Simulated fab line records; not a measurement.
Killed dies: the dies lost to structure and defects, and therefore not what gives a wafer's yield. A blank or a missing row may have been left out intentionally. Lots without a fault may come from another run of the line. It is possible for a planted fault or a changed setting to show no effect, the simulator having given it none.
Chamber matching | flow n5-finfet | N5_BEOL_M5_CURE_79 on uv-cure-01 has 3 sister chambers
The step cures SiCOH lowk, time 240 s. 16 wafers are shown with their chamber, then 8 later ones without.

== EACH WAFER AND ITS CHAMBER ==
wafer  | chamber | wafer_temp_C_max | lamp-power-pct (%)
L085.1 | 0       | 386.0            | 52.24
L085.4 | 0       | 386.7            | 52.32
L085.5 | 0       | 386.3            | 52.31
L086.2 | 1       | 388.0            | 52.38
L086.3 | 1       | 386.8            | 52.32
L086.6 | 1       | 387.8            | 52.41
L089.1 | 0       | 386.6            | 52.21
L089.3 | 0       | 385.9            | 52.26
L089.5 | 0       | 386.4            | 52.26
L090.4 | 0       | 386.4            | 52.34
L090.5 | 0       | 386.5            | 52.36
L090.6 | 0       | 386.5            | 52.27
L091.2 | 2       | 386.0            | 52.32
L091.4 | 2       | 386.1            | 52.34
L091.6 | 2       | 385.7            | 52.39
L092.1 | 2       | 386.0            | 52.42

SIGNATURES, as means of the wafers listed above
reading          | chamber 0 | chamber 1 | chamber 2 | scatter within a chamber
wafer_temp_C_max | 386.367   | 387.533   | 385.950   | 0.337
lamp-power-pct   | 52.2856   | 52.3700   | 52.3675   | 0.0481
Rule: distance of a wafer from a chamber = root of the sum over the readings of ((wafer's reading minus chamber's mean) / reading's scatter) squared. If the next closest chamber is less than 2 further off than the closest, the wafer can't be placed; otherwise it belongs to the closest. The scatter: take each reading less its chamber's mean, square it, sum over the shown wafers, divide by the number of wafers less the number of chambers, and take the root.

== WAFERS WITH NO CHAMBER GIVEN ==
wafer  | wafer_temp_C_max | lamp-power-pct (%)
L092.2 | 386.2            | 52.35
L092.3 | 385.8            | 52.38
L096.2 | 387.6            | 52.34
L096.4 | 388.1            | 52.32
L096.5 | 388.2            | 52.38
L097.3 | 386.4            | 52.31
L097.4 | 385.9            | 52.32
L097.5 | 386.0            | 52.29

== WHICH CHAMBER EACH WENT THROUGH ==
wafer  | from the rows above     | in truth
L092.2 | can't be placed: 2 or 0 | 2
L092.3 | 2                       | 2
L096.2 | 1                       | 1
L096.4 | 1                       | 1
L096.5 | 1                       | 1
L097.3 | can't be placed: 0 or 2 | 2
L097.4 | can't be placed: 2 or 0 | 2
L097.5 | can't be placed: 0 or 2 | 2
Placed correctly: 4 of 8. Cannot be placed on the basis of these rows: 4; the candidates contain the true chamber in 4. 0 placed wrongly.
